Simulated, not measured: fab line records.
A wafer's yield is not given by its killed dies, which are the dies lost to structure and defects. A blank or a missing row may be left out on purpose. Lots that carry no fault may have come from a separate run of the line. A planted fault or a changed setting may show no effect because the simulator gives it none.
A single fault, viewed from 3 desks | flow n5_finfet | what lay behind the numbers comes last; until then each desk has only its own

== THE TOOL OWNER'S DESK: implanter-02 ==
The tool's own readings at N5_WELL_APT_IMPLANT_31: means of the sampled wafers that have a number, for each lot that ran on this tool. The brackets show how far a lot's mean lies from the usual mean; more than 4 standard deviations puts the lot out of limits, marked OUT.
Columns: A = beam_on_s at N5_WELL_APT_IMPLANT_31, usual 10.01 s; B = dose_ions_cm2 at N5_WELL_APT_IMPLANT_31, usual 1.4998e+13; C = faraday_current_uA at N5_WELL_APT_IMPLANT_31, usual 190
lot  | first seen here | A     | B                            | C
L607 | day 2 15:19     | 10.16 | 1.4987e+13                   | 187
L609 | day 3 03:03     | 10.03 | 1.5007e+13                   | 190
L611 | day 3 15:59     | 10.07 | 1.7699e+13 (+99 or more) OUT | 223 (+9.3) OUT
L612 | day 3 23:32     | 9.98  | 1.7685e+13 (+99 or more) OUT | 225 (+9.8) OUT
L615 | day 4 15:11     | 9.97  | 1.7700e+13 (+99 or more) OUT | 224 (+9.5) OUT
This desk's finding: out of limits on L611, L612, L615; first on L611, day 3 15:59 (dose_ions_cm2 at N5_WELL_APT_IMPLANT_31). In limits: L607, L609.

== THE DEFECT DESK ==
Lot by lot, what the route's inspections counted, given as the mean of those sampled wafers with a number. The brackets show how far a lot's mean lies from the usual mean; more than 4 standard deviations puts the lot out of limits, marked OUT.
Columns: A = raw_defect_count at N5_WELL_APT_INSPECT_27, usual 2.1
lot  | first seen here | A
L607 | day 2 15:07     | 2.3
L609 | day 3 02:52     | 3.7
L611 | day 3 15:19     | 1.7
L612 | day 3 21:57     | 3.7
L615 | day 4 15:02     | 3.3
L616 | day 4 21:04     | 1.7
L623 | day 6 15:08     | 1.3
This desk's verdict: no lot among the 7 shows anything out of limits.

== THE METROLOGY DESK ==
Means of the sampled wafers that have a number, per lot and without regard to the tool the lot ran on: this is what the gauges read. The brackets show how far a lot's mean lies from the usual mean; more than 4 standard deviations puts the lot out of limits, marked OUT.
Columns: A = cd_nm at N5_WELL_APT_CD_MEAS_25, usual 200 nm; B = PWELL_OVL at N5_WELL_APT_OVL_MEAS_26, usual -3 nm
lot  | first seen here | A   | B
L607 | day 2 15:04     | 198 | -2
L609 | day 3 02:48     | 202 | 1
L611 | day 3 15:15     | 201 | -2
L612 | day 3 21:54     | 199 | 0
L615 | day 4 14:58     | 203 | -4
L616 | day 4 21:01     | 198 | -2
L623 | day 6 15:05     | 202 | -9
This desk's verdict: no lot among the 7 shows anything out of limits.

== PUT TOGETHER ==
The tool owner's desk could have raised an alarm at day 3 15:59, on L611, L612, L615.
Nothing out of limits was seen by the defect desk.
Nothing out of limits was seen by the metrology desk.
The defect desk has L611, L612, L615 on record, within its limits.
The metrology desk holds a record of L611, L612, L615, inside its limits.
Every lot named ran N5_WELL_APT_IMPLANT_31 on implanter-02.

== WHAT THE SIMULATOR HAD INSERTED ==
Process parameters drifting: implanter-02 at N5_WELL_APT_IMPLANT_31, beginning at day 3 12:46. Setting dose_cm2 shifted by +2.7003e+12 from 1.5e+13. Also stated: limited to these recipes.
Lots struck among those shown: L611, L612, L615.
How many hours passed from the start of the fault until each desk's first out-of-limits reading: the tool owner's desk, 3.
